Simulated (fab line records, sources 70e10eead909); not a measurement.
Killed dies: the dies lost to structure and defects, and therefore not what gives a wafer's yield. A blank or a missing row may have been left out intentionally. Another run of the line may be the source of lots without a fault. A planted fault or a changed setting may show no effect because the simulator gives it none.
Chamber matching ; flow nand harc ; NHARC_A_SGD_CUT_ETCHBACK_24 on rie diel-03: 4 sister chambers
The step etches the open film in CH3F/O2, target depth 50 nm, time 92.857 s. 4 wafers are shown with their chamber, then 11 later ones without.

WAFERS, EACH WITH ITS CHAMBER
wafer;chamber;drypump motor current A (A)
L086.6;3;5.5
L087.1;2;5.4
L087.3;1;5.7
L090.4;0;6.1

WAFERS MISSING THEIR CHAMBER
wafer;drypump motor current A (A)
L090.5;6.1
L090.6;5.4
L092.4;5.8
L092.5;6.1
L092.6;5.4
L091.1;5.5
L091.3;5.7
L091.4;5.4
L096.3;5.7
L096.4;5.4
L096.6;5.5

WHICH CHAMBER EACH WENT THROUGH
wafer;from the rows above;in truth
L090.5;0;0
L090.6;2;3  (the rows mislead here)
L092.4;1;1
L092.5;0;0
L092.6;2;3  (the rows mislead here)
L091.1;3;3
L091.3;1;1
L091.4;2;2
L096.3;1;1
L096.4;2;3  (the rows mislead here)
L096.6;3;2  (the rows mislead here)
Correctly placed: 7 of 11. Left unplaced by these rows: 0. Placed wrongly: 4.
How it was worked out, from the rows above alone: a wafer's distance from a chamber is the root of the sum, over the readings, of the square of ((its reading less the chamber's mean) divided by the reading's scatter). The wafer belongs to the nearest chamber; if the next one is less than 2 further off, it can't be placed. For every chamber, the mean is computed from those of its wafers that are shown. The scatter: with one shown wafer a chamber, the root of the mean of the squares of how far each hidden wafer lies from its nearest shown one.
